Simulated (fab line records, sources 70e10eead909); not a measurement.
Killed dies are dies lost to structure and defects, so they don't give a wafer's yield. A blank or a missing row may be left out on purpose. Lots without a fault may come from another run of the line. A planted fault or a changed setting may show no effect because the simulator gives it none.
Chamber matching | flow nand_harc | NHARC_A_STAIRCASE_DESCUM_252 on rie_diel-08: 4 sister chambers
The step chemistry O2, time 3 s. 4 wafers are shown with their chamber, then 10 later ones without.

WAFERS WITH THEIR CHAMBER
wafer  | chamber | showerhead_plenum_p_Torr (Torr)
L090.2 | 2       | 1.96
L090.6 | 3       | 1.98
L092.2 | 0       | 1.76
L092.3 | 1       | 1.83

WAFERS WITHOUT THEIR CHAMBER
wafer  | showerhead_plenum_p_Torr (Torr)
L092.5 | 1.76
L093.2 | 1.83
L093.4 | 2.08
L093.5 | 2.08
L094.2 | 1.83
L094.3 | 1.95
L094.5 | 1.83
L095.3 | 1.98
L095.4 | 1.83
L095.6 | 2.07

WHICH CHAMBER EACH WENT THROUGH
wafer  | from the rows above     | in truth
L092.5 | can't be placed: 0 or 1 | 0
L093.2 | can't be placed: 1 or 0 | 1
L093.4 | can't be placed: 3 or 2 | 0
L093.5 | can't be placed: 3 or 2 | 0
L094.2 | can't be placed: 1 or 0 | 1
L094.3 | can't be placed: 2 or 3 | 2
L094.5 | can't be placed: 1 or 0 | 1
L095.3 | can't be placed: 3 or 2 | 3
L095.4 | can't be placed: 1 or 0 | 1
L095.6 | can't be placed: 3 or 2 | 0
Placed correctly: 0 of 10. Can't be placed from these rows: 10 (the true chamber is among the candidates in 7). Placed wrongly: 0.
How it was worked out, from the rows above alone: a wafer's distance from a chamber is the root of the sum, over the readings, of the square of ((its reading less the chamber's mean) divided by the reading's scatter). The wafer belongs to the nearest chamber; if the next one is less than 2 further off, it can't be placed. A chamber's mean is the mean of its shown wafers. The scatter: with one shown wafer a chamber, the root of the mean of the squares of how far each hidden wafer lies from its nearest shown one.
